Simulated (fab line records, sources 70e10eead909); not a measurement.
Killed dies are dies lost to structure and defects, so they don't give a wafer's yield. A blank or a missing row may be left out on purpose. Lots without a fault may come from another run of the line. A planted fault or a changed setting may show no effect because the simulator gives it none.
fab line records | flow nand_harc
record lots=24 wafers=72 last_day=34
route steps=1302 shown P_BONDPAD@369 A_SOURCE_PLATE@420 A_ONON_D1@443
lots that met no fault: from a run of the same line without faults
start_h: hours from the record's first day to the start of the lot's first wafer shown | wait_h: hours since the lot's step before | " the same as in the row above | L1.1+2: a row that stands for several wafers | - no value, or no start given | * or withheld: withheld | < > ~ a bound
route shown NAME@n: a module of which the file shows steps, and the number in the route of the first | usual: mean/standard deviation of fault-free wafers | same: alike in all rows | chamber/n: place in a boat | sites: the reading at each site | _std_site: their standard deviation | _edge_site: outer sites' mean less inner sites' | radius_mm: how far each site lies from the wafer's centre | mask NAME#n: copy n | behind: the tool/chamber that last shaped the wafer | hold: why the lot was held/for how many hours/how that ended | device: the transistor (n, p or np) that didn't switch | end of line: the same wafers' tests at the end of the route | a step without rows: its recipe alone | killed: dies lost to structure and defects at the first sort, not the wafer's yield | map: a wafer's dies, x killed, . not, _ none there
set.NAME: the setting as run; set.NAME@STEP: as run at that earlier step | model.NAME: the simulator's own value behind a step, which no gauge read
steps of the route over a sample of lots; a table a step, a row a wafer
services: from which hour (start_h, from the record's first day; less than 0 if before it) a tool's chamber was out of use, for how many hours, and why
## steps
# step NHARC_P_BONDPAD_ETCH_12
# recipe target_depth_a=2000 time_s=100 chf3_flow_sccm=50 o2_flow_sccm=10 ar_flow_sccm=200 rf_w=500 bias_w=200 chemistry=CHF3/O2
# usual drypump_motor_current_A=5.8/0.43 oes_product_au=0.944/0.022 rf_vpp_V=370.6/1.8 showerhead_plenum_p_Torr=2.41/0.072 throttle_valve_pct=20.572/0.0091
# columns lot.wafer tool chamber start_h wait_h drypump_motor_current_A oes_product_au rf_hours_counter_h rf_vpp_V showerhead_plenum_p_Torr throttle_valve_pct
L074.2 rie_diel-05 1 - - 6.6 0.924 5.7 370.9 2.44 20.582
L074.3 " 2 " " 6.7 0.927 5.4 371.6 2.41 20.572
L074.5 " 0 " " 5.8 0.931 - 371.7 2.45 20.562
L075.2 rie_diel-05 2 - - 6.6 0.922 6.6 371.3 2.41 20.584
L075.1 " 3 " " 6.0 0.929 5.2 374.0 2.56 20.570
L075.4 " 1 " " 6.6 0.941 6.9 371.1 2.44 20.557
L076.4 rie_diel-08 2 - - 5.6 0.963 3.1 368.2 2.35 20.563
L076.5 " 2 " " 5.6 0.970 - 369.6 2.35 20.582
L076.6 " 3 " " 5.1 0.977 - 370.9 2.40 20.571
L077.1 rie_diel-05 0 - - 5.8 0.925 5.6 371.3 2.45 20.569
L077.2 " 3 " " 6.0 0.937 5.4 374.9 2.56 20.590
L077.5 " 1 " " 6.5 0.926 - 369.3 2.44 20.566
L078.3 rie_diel-08 2 - - 5.6 0.925 3.7 369.3 2.35 20.582
L078.1 " 0 " " 6.2 0.916 3.7 370.4 2.39 20.552
L078.5 " 3 " " 5.1 0.923 - 371.9 2.40 20.583
L079.3 rie_diel-13 0 - - 5.5 0.976 0.6 366.7 2.28 20.548
L079.1 " 3 " " 5.5 0.963 0.4 372.5 2.47 20.573
L079.5 " 1 " " 6.1 0.988 - 369.7 2.40 20.573
L080.2 rie_diel-13 2 - - 6.2 0.969 1.2 372.8 2.51 20.556
L080.6 " 1 " " 6.1 0.974 - 369.3 2.40 20.585
L080.5 " 2 " " 6.2 0.974 - 373.3 2.51 20.573
L081.1 rie_diel-13 1 - - 6.1 0.915 1.5 370.1 2.40 20.564
L081.4 " 0 " " 5.4 0.931 1.4 367.4 2.28 20.579
L081.6 " 2 " " 6.2 0.928 - 372.7 2.51 20.566
L082.2 rie_diel-08 3 - - 5.1 0.960 1.7 370.6 2.40 20.571
L082.1 " 1 " " 5.5 0.970 1.5 370.2 2.33 20.589
L082.5 " 2 " " 5.6 0.964 - 370.0 2.35 20.580
L083.4 rie_diel-08 0 - - 6.2 0.917 0.3 368.7 2.39 20.578
L083.3 " 3 " " 5.1 0.910 2.3 370.8 2.40 20.567
L083.6 " 0 " " 6.1 0.917 - 371.0 2.39 20.551
L084.4 rie_diel-13 3 - - 5.5 0.923 2.3 372.8 2.47 20.580
L084.2 " 0 " " 5.5 0.930 2.5 367.1 2.28 20.558
L084.6 " 2 " " 6.2 0.933 - 372.8 2.51 20.565
L085.4 rie_diel-08 3 - - 5.1 0.961 2.5 371.5 2.40 20.583
L085.3 " 0 " " 6.2 0.954 0.6 370.4 2.39 20.560
L085.6 " 2 " " 5.6 0.974 - 370.3 2.35 20.563
L086.1 rie_diel-13 1 - - 6.1 0.932 3.4 371.4 2.39 20.561
L086.3 " 0 " " 5.4 0.939 3.6 368.8 2.28 20.563
L086.5 " 2 " " 6.2 0.925 - 373.1 2.51 20.577
L087.1 rie_diel-13 1 - - 6.1 0.928 3.6 371.9 2.39 20.574
L087.2 " 3 " " 5.4 0.919 3.5 370.3 2.47 20.576
L087.5 " 1 " " 6.1 0.929 - 369.1 2.39 20.557
L089.3 rie_diel-13 0 - - 5.5 0.958 4.6 367.1 2.28 20.567
L089.1 " 1 " " 6.1 0.919 5.1 371.3 2.39 20.567
L089.4 " 2 " " 6.2 0.923 4.9 372.2 2.51 20.588
L088.4 rie_diel-05 0 - - 5.8 0.935 3.6 371.4 2.45 20.562
L088.2 " 3 " " 6.0 0.936 3.7 375.5 2.56 20.556
L088.6 " 0 " " 5.8 0.926 - 373.4 2.45 20.571
L090.3 rie_diel-05 0 - - 5.8 0.938 5.1 372.3 2.45 20.575
L090.1 " 2 " " 6.6 0.934 4.5 371.9 2.41 20.570
L090.6 " 0 " " 5.8 0.942 - 371.0 2.45 20.580
L091.3 rie_diel-08 0 - - 6.2 0.911 1.9 370.0 2.39 20.568
L091.4 " 1 " " 5.5 0.932 3.8 368.5 2.33 20.580
L091.2 " 3 " " 5.1 0.926 3.7 370.4 2.40 20.590
L092.3 rie_diel-08 3 - - 5.1 0.955 3.8 370.4 2.40 20.568
L092.4 " 1 " " 5.5 0.962 4.0 368.4 2.33 20.574
L092.6 " 3 " " 5.1 0.958 - 370.6 2.40 20.574
L093.3 rie_diel-08 1 - - 5.5 0.930 4.1 369.5 2.33 20.561
L093.1 " 3 " " 5.1 0.931 4.0 371.3 2.40 20.575
L093.5 " 0 " " 6.1 0.929 - 372.8 2.39 20.567
L095.2 rie_diel-13 3 - - 5.4 0.964 8.2 371.8 2.47 20.586
L095.3 " 1 " " 6.1 0.975 9.0 370.6 2.39 20.568
L095.1 " 2 " " 6.2 0.967 8.6 371.6 2.50 20.584
L094.2 rie_diel-13 3 - - 5.5 0.969 0.0 371.8 2.47 20.582
L094.6 " 1 " " 6.1 0.975 - 369.3 2.39 20.570
L094.5 " 2 " " 6.2 0.947 - 371.5 2.50 20.584
L096.2 rie_diel-08 1 - - 5.5 0.967 5.3 369.6 2.33 20.588
L096.6 " 0 " " 6.1 0.979 - 369.8 2.39 20.572
L096.5 " 1 " " 5.5 0.965 - 369.5 2.33 20.568
L097.3 rie_diel-13 3 - - 5.5 0.971 0.2 371.1 2.47 20.564
L097.2 " 1 " " 6.1 0.953 0.3 371.2 2.39 20.577
L097.6 " 2 " " 6.2 0.965 - 372.9 2.50 20.568
# step NHARC_P_BONDPAD_CD_MEAS_13
# usual cd_nm=499.1/1.4
# columns lot.wafer tool chamber start_h wait_h cd_nm
L074.2 cd_sem-01 - 134.12 - 498.9
L074.3 " - " " 499.4
L074.5 " - " " 496.1
L075.1 cd_sem-03 - 149.99 - 496.4
L075.2 " - " " 498.3
L075.4 " - " " 497.9
L076.4 cd_sem-02 - 157.46 - 496.5
L076.5 " - " " 496.3
L076.6 " - " " 499.5
L077.1 cd_sem-01 - 163.35 - 496.5
L077.2 " - " " 497.2
L077.5 " - " " 496.0
L078.1 cd_sem-02 - 172.81 - 498.1
L078.3 " - " " 500.0
L078.5 " - " " 499.9
L079.1 cd_sem-01 - 179.27 - 499.2
L079.3 " - " " 500.6
L079.5 " - " " 501.2
L080.2 cd_sem-01 - 194.70 - 500.4
L080.5 " - " " 501.2
L080.6 " - " " 499.9
L081.1 cd_sem-01 - 203.58 - 498.3
L081.4 " - " " 500.0
L081.6 " - " " 500.5
L082.1 cd_sem-02 - 220.00 - 498.4
L082.2 " - " " 496.4
L082.5 " - " " 496.6
L083.3 cd_sem-02 - 235.28 - 500.4
L083.4 " - " " 500.0
L083.6 " - " " 500.9
L084.2 cd_sem-03 - 236.06 - 498.1
L084.4 " - " " 497.8
L084.6 " - " " 497.0
L085.3 cd_sem-01 - 245.75 - 498.1
L085.4 " - " " 500.1
L085.6 " - " " 497.9
L086.1 cd_sem-02 - 252.01 - 499.2
L086.3 " - " " 499.5
L086.5 " - " " 498.9
L087.1 cd_sem-03 - 261.44 - 498.5
L087.2 " - " " 499.3
L087.5 " - " " 497.8
L089.1 cd_sem-01 - 280.37 - 501.2
L089.3 " - " " 501.8
L089.4 " - " " 501.4
L088.2 cd_sem-02 - 281.03 - 498.3
L088.4 " - " " 500.6
L088.6 " - " " 498.9
L090.1 cd_sem-02 - 298.02 - 499.6
L090.3 " - " " 500.4
L090.6 " - " " 502.0
L091.2 cd_sem-02 - 299.34 - 499.8
L091.3 " - " " 498.8
L091.4 " - " " 499.8
L092.3 cd_sem-03 - 311.79 - 497.9
L092.4 " - " " 497.4
L092.6 " - " " 498.2
L093.1 cd_sem-02 - 324.46 - 498.8
L093.3 " - " " 498.2
L093.5 " - " " 498.3
L095.1 cd_sem-03 - 341.65 - 500.2
L095.2 " - " " 500.0
L095.3 " - " " 497.8
L094.2 cd_sem-03 - 352.72 - 498.9
L094.5 " - " " 499.0
L094.6 " - " " 497.7
L096.2 cd_sem-03 - 359.09 - 499.3
L096.5 " - " " 501.0
L096.6 " - " " 500.2
L097.2 cd_sem-02 - 359.70 - 499.8
L097.3 " - " " 498.4
L097.6 " - " " 498.0
# step NHARC_P_BONDPAD_PVD_17
# recipe target_thk_a=50 bias_v=168.6 power_w=15000 chamber_pressure_pa=0.12 time_s=8.06 substrate_temp_c=50 material=TaN
# usual cathode_dc_power_W=15000/2.7 throttle_valve_pct=30.1/0.95
# columns lot.wafer tool chamber start_h wait_h cathode_dc_power_W throttle_valve_pct
L074.2 pvd_sputter-02 - - - 14998 29.0
L074.3 " - " " 14999 31.1
L074.5 " - " " 15001 31.1
L075.2 pvd_sputter-02 - - - 15003 31.2
L075.1 " - " " 14998 31.3
L075.4 " - " " 15001 28.9
L076.4 pvd_sputter-02 - - - 15000 31.2
L076.6 " - " " 15001 31.1
L076.5 " - " " 15001 29.6
L077.1 pvd_sputter-02 - - - 15001 31.0
L077.2 " - " " 14998 29.7
L077.5 " - " " 15001 31.1
L078.1 pvd_sputter-01 - - - 14997 29.1
L078.3 " - " " 14998 31.3
L078.5 " - " " 15001 30.6
L079.1 pvd_sputter-02 - - - 14996 31.2
L079.3 " - " " 15001 31.1
L079.5 " - " " 15003 29.3
L080.2 pvd_sputter-02 - - - 15000 29.5
L080.5 " - " " 15001 28.9
L080.6 " - " " 14995 31.3
L081.4 pvd_sputter-01 - - - 14996 30.8
L081.1 " - " " 15002 30.9
L081.6 " - " " 15001 30.6
L082.1 pvd_sputter-01 - - - 14996 31.0
L082.2 " - " " 14998 29.1
L082.5 " - " " 15001 30.8
L083.4 pvd_sputter-02 - - - 14999 29.3
L083.3 " - " " 15005 30.9
L083.6 " - " " 15000 29.7
L084.4 pvd_sputter-02 - - - 14999 29.1
L084.2 " - " " 14996 29.6
L084.6 " - " " 15003 29.0
L085.4 pvd_sputter-02 - - - 14998 28.9
L085.3 " - " " 15002 31.1
L085.6 " - " " 15003 29.1
L086.1 pvd_sputter-01 - - - 14999 29.8
L086.3 " - " " 14999 30.9
L086.5 " - " " 15002 30.8
L087.2 pvd_sputter-01 - - - 14998 30.9
L087.1 " - " " 14999 31.2
L087.5 " - " " 15001 31.1
L089.4 pvd_sputter-01 - - - 14995 29.7
L089.1 " - " " 15001 30.7
L089.3 " - " " 15002 31.1
L088.4 pvd_sputter-01 - - - 15001 29.5
L088.2 " - " " 15001 30.9
L088.6 " - " " 15000 31.1
L090.3 pvd_sputter-02 - - - 14996 28.4
L090.1 " - " " 15000 30.7
L090.6 " - " " 14999 28.3
L091.4 pvd_sputter-01 - - - 15000 29.7
L091.3 " - " " 14997 31.1
L091.2 " - " " 14999 30.9
L092.3 pvd_sputter-02 - - - 14998 29.8
L092.4 " - " " 15001 28.3
L092.6 " - " " 14994 30.9
L093.1 pvd_sputter-01 - - - 15001 29.5
L093.3 " - " " 14999 30.8
L093.5 " - " " 14998 30.3
L095.2 pvd_sputter-02 - - - 15001 29.8
L095.1 " - " " 15002 28.3
L095.3 " - " " 14999 30.5
L094.2 pvd_sputter-02 - - - 14998 29.9
L094.5 " - " " 15005 30.0
L094.6 " - " " 15002 28.6
L096.2 pvd_sputter-03 - - - 15001 28.2
L096.6 " - " " 14999 28.0
L096.5 " - " " 14999 28.7
L097.3 pvd_sputter-02 - - - 15001 30.9
L097.2 " - " " 15003 30.8
L097.6 " - " " 15004 28.4
# step NHARC_A_SOURCE_PLATE_THK_MEAS_06
# recipe thk_meas_gauge=ellipsometry
# usual thk_nm=199.2/1.8
# columns lot.wafer tool chamber start_h wait_h thk_nm
L074.2 film_metro-02 - 155.88 0.4 198.6
L074.3 " - " " 196.3
L074.5 " - " " 198.2
L075.1 film_metro-02 - 175.11 0.4 199.7
L075.2 " - " " 198.0
L075.4 " - " " 198.3
L076.4 film_metro-01 - 183.08 0.4 199.0
L076.5 " - " " 200.5
L076.6 " - " " 196.7
L077.1 film_metro-01 - 190.34 0.4 198.6
L077.2 " - " " 197.1
L077.5 " - " " 199.7
L078.1 film_metro-02 - 198.83 0.4 200.1
L078.3 " - " " 199.7
L078.5 " - " " 200.9
L079.1 film_metro-02 - 204.55 0.4 197.8
L079.3 " - " " 199.4
L079.5 " - " " 199.8
L080.2 film_metro-02 - 222.02 0.4 200.2
L080.5 " - " " 201.2
L080.6 " - " " 199.8
L081.1 film_metro-01 - 228.66 0.4 199.2
L081.4 " - " " 200.2
L081.6 " - " " 202.6
L082.1 film_metro-02 - 245.68 0.4 202.0
L082.2 " - " " 202.2
L082.5 " - " " 199.6
L084.2 film_metro-01 - 260.18 0.4 198.1
L084.4 " - " " 201.4
L084.6 " - " " 199.4
L083.3 film_metro-02 - 260.18 0.4 197.8
L083.4 " - " " 199.9
L083.6 " - " " 200.2
L085.3 film_metro-02 - 272.83 0.4 200.4
L085.4 " - " " 200.5
L085.6 " - " " 201.1
L086.1 film_metro-02 - 278.40 0.4 197.1
L086.3 " - " " 196.2
L086.5 " - " " 198.8
L087.1 film_metro-02 - 286.82 0.4 200.6
L087.2 " - " " 199.0
L087.5 " - " " 197.9
L089.1 film_metro-02 - 305.08 0.4 197.7
L089.3 " - " " 197.1
L089.4 " - " " 201.1
L088.2 film_metro-01 - 305.08 0.4 195.4
L088.4 " - " " 195.9
L088.6 " - " " 196.6
L090.1 film_metro-02 - 323.21 0.4 202.3
L090.3 " - " " 201.5
L090.6 " - " " 201.2
L091.2 film_metro-01 - 323.21 0.4 199.0
L091.3 " - " " 200.5
L091.4 " - " " 200.6
L092.3 film_metro-01 - 339.89 0.4 197.6
L092.4 " - " " 198.7
L092.6 " - " " 196.4
L093.1 film_metro-02 - 349.99 0.4 200.4
L093.3 " - " " 199.1
L093.5 " - " " 199.6
L095.1 film_metro-01 - 368.74 0.4 200.7
L095.2 " - " " 200.6
L095.3 " - " " 205.0
L094.2 film_metro-01 - 378.09 0.4 199.1
L094.5 " - " " 201.3
L094.6 " - " " 199.1
L096.2 film_metro-01 - 387.83 0.4 198.8
L096.5 " - " " 199.1
L096.6 " - " " 196.8
L097.2 film_metro-01 - 387.84 0.4 198.5
L097.3 " - " " 196.9
L097.6 " - " " 197.7
# step NHARC_A_ONON_D1_THK_MEAS_27
# recipe thk_meas_gauge=ellipsometry
# usual thk_nm=1000/14
# columns lot.wafer tool chamber start_h wait_h thk_nm
L074.2 film_metro-02 - 168.22 - 983
L074.3 " - " " 985
L074.5 " - " " 984
L075.1 film_metro-01 - 187.49 - 1009
L075.2 " - " " 1008
L075.4 " - " " 1008
L076.4 film_metro-01 - 197.11 - 1002
L076.5 " - " " 1003
L076.6 " - " " 1003
L077.1 film_metro-02 - 202.52 - 975
L077.2 " - " " 978
L077.5 " - " " 977
L078.1 film_metro-02 - 211.02 - 976
L078.3 " - " " 976
L078.5 " - " " 978
L079.1 film_metro-01 - 222.07 - 1014
L079.3 " - " " 1012
L079.5 " - " " 1012
L080.2 film_metro-02 - 238.11 - 993
L080.5 " - " " 993
L080.6 " - " " 992
L081.1 film_metro-02 - 238.25 - 990
L081.4 " - " " 989
L081.6 " - " " 988
L082.1 film_metro-02 - 258.07 - 1021
L082.2 " - " " 1020
L082.5 " - " " 1018
L083.3 film_metro-01 - 272.50 - 1014
L083.4 " - " " 1013
L083.6 " - " " 1014
L084.2 film_metro-01 - 272.86 - 989
L084.4 " - " " 986
L084.6 " - " " 987
L085.3 film_metro-02 - 287.78 - 1015
L085.4 " - " " 1014
L085.6 " - " " 1016
L086.1 film_metro-01 - 287.80 - 995
L086.3 " - " " 995
L086.5 " - " " 994
L087.1 film_metro-02 - 299.84 - 1017
L087.2 " - " " 1018
L087.5 " - " " 1019
L089.1 film_metro-02 - 321.20 - 1011
L089.3 " - " " 1012
L089.4 " - " " 1011
L088.2 film_metro-01 - 321.22 - 1024
L088.4 " - " " 1023
L088.6 " - " " 1023
L090.1 film_metro-02 - 335.58 - 992
L090.3 " - " " 993
L090.6 " - " " 991
L091.2 film_metro-01 - 335.60 - 1004
L091.3 " - " " 1003
L091.4 " - " " 1005
L092.3 film_metro-02 - 352.63 - 986
L092.4 " - " " 988
L092.6 " - " " 987
L093.1 film_metro-01 - 362.34 - 990
L093.3 " - " " 990
L093.5 " - " " 991
L095.1 film_metro-01 - 381.11 - 991
L095.2 " - " " 986
L095.3 " - " " 988
L094.2 film_metro-02 - 393.89 - 992
L094.5 " - " " 993
L094.6 " - " " 993
L097.2 film_metro-01 - 400.95 - 1007
L097.3 " - " " 1007
L097.6 " - " " 1006
L096.2 film_metro-02 - 400.96 - 1012
L096.5 " - " " 1012
L096.6 " - " " 1011
# step NHARC_A_ONON_D1_DEP_33
# recipe target_thk_a=2000 temp_c=400 pressure_torr=6.5 rf_w=900 teos_flow_sccm=161.4 flow_sccm=2650 target_thk_nm=200 gas=O2 material=SiO2
# usual heater_power_w=549/86 throttle_valve_pct=15.8/0.49
# columns lot.wafer tool chamber start_h wait_h heater_power_w since_wet_clean_h throttle_valve_pct
L074.2 pecvd-03 1 168.95 0.2 495 152 16.4
L074.3 " 0 " " 636 152 16.8
L074.5 " 1 " " 506 - 16.2
L075.1 pecvd-02 0 188.16 0.1 472 129 16.1
L075.2 " 1 " " 619 129 16.0
L075.4 " 0 " " 351 - 15.9
L076.6 pecvd-02 2 197.87 0.2 524 - 15.6
L076.5 " 0 " " 413 - 15.7
L076.4 " 1 " " 659 - 16.0
L077.2 pecvd-03 2 203.16 0.1 499 5 15.8
L077.1 " 0 " " 646 5 16.2
L077.5 " 2 " " 511 - 15.7
L078.3 pecvd-01 0 211.69 0.1 551 68 15.3
L078.1 " 1 " " 696 68 14.8
L078.5 " 2 " " 505 - 16.4
L079.1 pecvd-03 2 222.75 0.1 416 25 15.8
L079.3 " 1 " " 562 25 15.4
L079.5 " 2 " " 425 - 15.8
L080.2 pecvd-01 2 238.80 0.1 643 95 16.2
L080.5 " 2 " " 628 - 16.3
L080.6 " 0 " " 600 - 15.7
L081.1 pecvd-03 0 238.87 0.1 506 41 15.9
L081.6 " 0 " " 517 - 16.3
L081.4 " 1 " " 516 - 15.7
L082.1 pecvd-01 0 258.69 0.1 581 115 15.5
L082.2 " 2 " " 615 115 16.4
L082.5 " 2 " " 617 - 16.4
L083.3 pecvd-01 1 273.34 0.1 698 130 15.0
L083.4 " 2 " " 589 - 16.5
L083.6 " 1 " " 694 - 14.9
L084.2 pecvd-03 2 273.48 0.1 485 75 15.6
L084.4 " 0 " " 589 - 16.1
L084.6 " 1 " " 469 - 15.9
L085.3 pecvd-02 0 288.41 0.1 504 48 15.4
L085.4 " 0 " " 494 - 15.5
L085.6 " 2 " " 522 - 15.4
L086.1 pecvd-03 0 288.42 0.1 618 90 16.2
L086.3 " 2 " " 463 90 16.0
L086.5 " 0 " " 612 - 16.4
L087.2 pecvd-03 2 300.68 0.3 509 103 15.8
L087.1 " 0 " " 534 103 16.3
L087.5 " 1 " " 506 - 15.9
L089.3 pecvd-03 1 321.82 0.1 535 124 15.9
L089.1 " 0 " " 564 124 16.2
L089.4 " 1 " " 544 - 15.6
L088.2 pecvd-02 2 321.91 0.1 530 82 15.4
L088.6 " 2 " " 559 - 15.4
L088.4 " 0 " " 492 - 15.6
L091.3 pecvd-01 0 336.22 0.1 522 12 15.5
L091.2 " 2 " " 488 12 16.5
L091.4 " 0 " " 547 - 15.7
L090.1 pecvd-03 2 336.25 0.1 536 138 15.9
L090.3 " 0 " " 594 138 16.3
L090.6 " 2 " " 402 - 16.3
L092.3 pecvd-03 2 353.25 0.1 436 155 16.1
L092.4 " 2 " " 443 - 16.5
L092.6 " 1 " " 405 - 15.8
L093.3 pecvd-02 0 362.98 0.1 461 123 15.5
L093.1 " 2 " " 634 123 15.4
L093.5 " 0 " " 468 - 15.4
L095.3 pecvd-03 1 381.75 0.1 462 3 15.8
L095.1 " 2 " " 411 3 15.2
L095.2 " 0 " " 705 3 16.2
L094.2 pecvd-03 1 394.60 0.1 421 15 15.6
L094.6 " 0 " " 718 - 16.3
L094.5 " 1 " " 436 - 15.8
L097.2 pecvd-03 2 401.58 0.1 481 22 15.2
L097.3 " 0 " " 745 22 16.1
L097.6 " 1 " " 489 - 15.5
L096.2 pecvd-01 0 401.63 0.1 547 77 16.0
L096.6 " 2 " " 585 - 16.1
L096.5 " 1 " " 682 - 14.4
## services
# columns tool chamber start_h hours kind
pecvd-01 0 121.27 4.2 repair
pecvd-01 - 130.68 13.0 pm
rie_diel-08 1 139.34 14.4 repair
pecvd-02 2 151.68 8.8 repair
rie_diel-08 3 157.51 5.1 repair
pecvd-03 1 162.61 5.5 repair
rie_diel-13 - 165.30 9.0 pm
pvd_sputter-01 - 166.76 1.8 repair
pecvd-03 - 185.22 13.0 pm
rie_diel-08 - 187.78 1.6 repair
rie_diel-08 - 190.80 9.0 pm
pvd_sputter-02 - 197.83 1.6 repair
rie_diel-08 0 205.70 28.8 repair
rie_diel-08 2 228.62 1.9 repair
pvd_sputter-01 - 234.52 10.0 pm
rie_diel-13 3 249.33 5.0 repair
rie_diel-13 0 261.38 7.6 repair
pvd_sputter-02 - 282.03 10.0 pm
rie_diel-13 - 308.01 2.1 repair
pecvd-01 - 311.68 13.0 pm
pvd_sputter-01 - 316.25 6.1 repair
rie_diel-08 - 348.02 1.2 repair
pecvd-03 - 366.22 13.0 pm
rie_diel-08 - 367.80 9.0 pm
## key
fault none
